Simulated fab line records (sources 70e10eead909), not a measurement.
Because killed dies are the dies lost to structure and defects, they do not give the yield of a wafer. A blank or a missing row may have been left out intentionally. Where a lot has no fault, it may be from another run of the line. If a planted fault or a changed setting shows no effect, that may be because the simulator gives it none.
Which of the tools did it? | flow nand harc | 18 wafers from 6 lots sampled at 3 of the route's 1302 steps

## WHAT THE GAUGES SHOWED, per wafer
NHARC_A_ONON_D1_INSPECT_32.
lot  | measured     | on                | raw defect count
L924 | day 8 22:22  | defect inspect-01 | 105 84 94
L926 | day 9 20:37  | defect inspect-02 | 36 119 62
L929 | day 11 09:38 | defect inspect-01 | 89 86 71
L931 | day 11 22:02 | defect inspect-02 | 96 104 96
L938 | day 15 02:23 | defect inspect-02 | 940 875 946
L944 | day 17 03:56 | defect inspect-02 | 51 62 72

## WHAT TOOL EACH LOT RAN ON (gives the tool, then ch and the chambers of the sampled wafers, and finally the start)
lot  | NHARC_A_ONON_D1_DEP_28           | NHARC_A_ONON_D1_DEP_33
L924 | pecvd onon-04 ch 0, day 8 21:23  | pecvd-02 ch 0,1,2, day 8 21:53
L926 | pecvd onon-02 ch 0, day 9 19:32  | pecvd-02 ch 0,1, day 9 20:10
L929 | pecvd onon-04 ch 0, day 11 08:38 | pecvd-02 ch 0,1,2, day 11 09:09
L931 | pecvd onon-01 ch 0, day 11 21:05 | pecvd-04 ch 1,2, day 11 21:32
L938 | pecvd onon-01 ch 0, day 15 01:19 | pecvd-01 ch 0,1,2, day 15 01:55
L944 | pecvd onon-02 ch 0, day 17 02:57 | pecvd-04 ch 0,2, day 17 03:30
- NHARC_A_ONON_D1_DEP_28: target thk 1000 nm.
- NHARC_A_ONON_D1_DEP_33: deposits SiO2, target thk 200 nm.

## THE ANSWER, worked out from the rows above alone
Rule: the lots themselves supply what counts as usual. The widest of any qualifying gaps counts: lots, ordered by their means at a reading, are off when they make up no more than a third of the lots, leave a main group of 4 or more, and stand apart from it by 3 or more times the standard deviation of that group's means. Not used: any main group whose means are identical at the precision the tables above print for the reading. A lot without any number at a reading at which 4 lots or more have one is off too. All remaining lots with rows at the step are treated as sound.
Off: L938, at NHARC_A_ONON_D1_INSPECT_32 (raw defect count). Mean 82 and standard deviation 14 in the main group.
A tool fits if, at a process step before that reading, it ran every lot that is off, and no sound lot after the first of them. Gauges at NHARC_A_ONON_D1_INSPECT_32: tried the same way as those tools. This does not decide it: 2 tools fit, namely pecvd onon-01 at NHARC_A_ONON_D1_DEP_28 and pecvd-01 at NHARC_A_ONON_D1_DEP_33.

## WHAT WAS PUT IN BY THE SIMULATOR
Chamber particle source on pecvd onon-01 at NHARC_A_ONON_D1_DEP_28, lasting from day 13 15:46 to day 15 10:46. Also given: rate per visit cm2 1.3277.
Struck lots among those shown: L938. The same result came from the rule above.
